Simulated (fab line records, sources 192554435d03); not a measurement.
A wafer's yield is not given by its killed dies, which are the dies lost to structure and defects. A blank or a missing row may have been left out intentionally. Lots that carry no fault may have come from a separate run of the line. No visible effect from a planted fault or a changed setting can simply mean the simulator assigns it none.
Matching of chambers -- flow n5 finfet -- rie diel-03 running N5_BEOL_M6_ETCH_62: 4 sister chambers
The step etches SOC in N2/H2, target depth 110 nm, overetch 22 nm, time 165 s. 18 wafers are shown with their chamber, then 9 later ones without.

== WAFERS PAIRED WITH THEIR CHAMBERS ==
wafer,chamber,showerhead plenum p Torr (Torr),throttle valve pct (%),drypump motor current A (A)
L074.2,1,2.46,17.46,5.3
L074.3,2,2.51,17.97,5.9
L074.4,3,2.66,17.92,5.2
L077.2,2,2.51,17.98,5.9
L077.4,1,2.46,17.44,5.3
L077.5,1,2.46,17.47,5.3
L078.2,3,2.66,17.94,5.1
L078.5,3,2.66,17.92,5.2
L078.6,0,2.49,18.00,6.1
L081.3,1,2.45,17.47,5.3
L081.5,1,2.45,17.47,5.3
L081.6,3,2.65,17.94,5.2
L080.4,1,2.45,17.49,5.3
L080.5,1,2.45,17.47,5.3
L080.6,0,2.48,18.01,6.1
L084.3,3,2.65,17.95,5.2
L084.4,3,2.65,17.96,5.2
L084.6,0,2.48,18.03,6.2

SIGNATURES (averages over the wafers above)
reading,chamber 0,chamber 1,chamber 2,chamber 3,scatter within a chamber
showerhead plenum p Torr,2.4833,2.4543,2.5100,2.6550,0.00527
throttle valve pct,18.0133,17.4671,17.9750,17.9383,0.015
drypump motor current A,6.133,5.300,5.900,5.183,0.0327
Rule: a wafer's distance from a chamber is the root of the sum, over the readings, of the square of ((its reading less the chamber's mean) divided by the reading's scatter). The wafer belongs to the nearest chamber; if the next one is less than 2 further off, it can't be placed. The scatter: take each reading less its chamber's mean, square it, sum over the shown wafers, divide by the number of wafers less the number of chambers, and take the root.

== WAFERS WITH NO CHAMBER GIVEN ==
wafer,showerhead plenum p Torr (Torr),throttle valve pct (%),drypump motor current A (A)
L087.1,2.48,18.06,6.2
L087.3,2.65,17.96,5.2
L087.6,2.45,17.48,5.3
L091.1,2.64,17.99,5.2
L091.2,2.44,17.53,5.3
L091.6,2.50,17.63,5.8
L095.2,2.64,18.00,5.1
L095.3,2.47,18.06,6.1
L095.6,2.44,17.53,5.3

== WHICH CHAMBER EACH ONE RAN IN ==
wafer,from the rows above,in truth
L087.1,0,0
L087.3,3,3
L087.6,1,1
L091.1,3,3
L091.2,1,1
L091.6,1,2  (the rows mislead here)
L095.2,3,3
L095.3,0,0
L095.6,1,1
Correctly placed: 8 of 9. Number that these rows cannot place: 0. Number placed wrongly: 1.
